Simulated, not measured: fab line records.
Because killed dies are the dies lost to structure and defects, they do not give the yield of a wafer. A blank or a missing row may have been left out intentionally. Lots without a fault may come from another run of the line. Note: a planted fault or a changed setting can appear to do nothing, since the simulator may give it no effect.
Chamber matching	flow n5-finfet	ald-sin-04 running N5_STI_FIN_REVEAL_ALD_00: 4 sister chambers
The step deposits SiO2, target thk 1 nm, pulse time 1 s. 8 wafers are shown with their chamber, then 7 later ones without.

== WAFERS WITH THEIR CHAMBER ==
wafer	chamber	heater-power-outer-w (W)	heater-power-w (W)
L077.2	3	245	444
L081.5	2	254	443
L084.4	2	255	430
L091.1	1	300	502
L091.4	3	246	446
L091.5	0	276	518
L092.1	1	290	495
L092.3	0	280	527

== WAFERS WITH NO CHAMBER GIVEN ==
wafer	heater-power-outer-w (W)	heater-power-w (W)
L092.6	242	452
L093.2	300	498
L093.4	253	436
L093.6	298	495
L097.1	288	494
L097.3	274	535
L097.5	248	441

== WHICH CHAMBER EACH ONE RAN IN ==
wafer	from the rows above	in truth
L092.6	3	3
L093.2	1	1
L093.4	2	2
L093.6	1	1
L097.1	1	1
L097.3	0	0
L097.5	can't be placed: 3 or 2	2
6 of 7 placed correctly. Cannot be placed on the basis of these rows: 1; the candidates contain the true chamber in 1. Placed wrongly: 0.
How it was worked out, from the rows above alone: a wafer's distance from a chamber is the root of the sum, over the readings, of the square of ((its reading less the chamber's mean) divided by the reading's scatter). The wafer belongs to the nearest chamber; if the next one is less than 2 further off, it can't be placed. Each chamber's mean is taken over the wafers shown for it. The scatter is the square root of a quotient: the sum, over the shown wafers, of each reading's squared deviation from its chamber's mean, divided by wafers minus chambers.
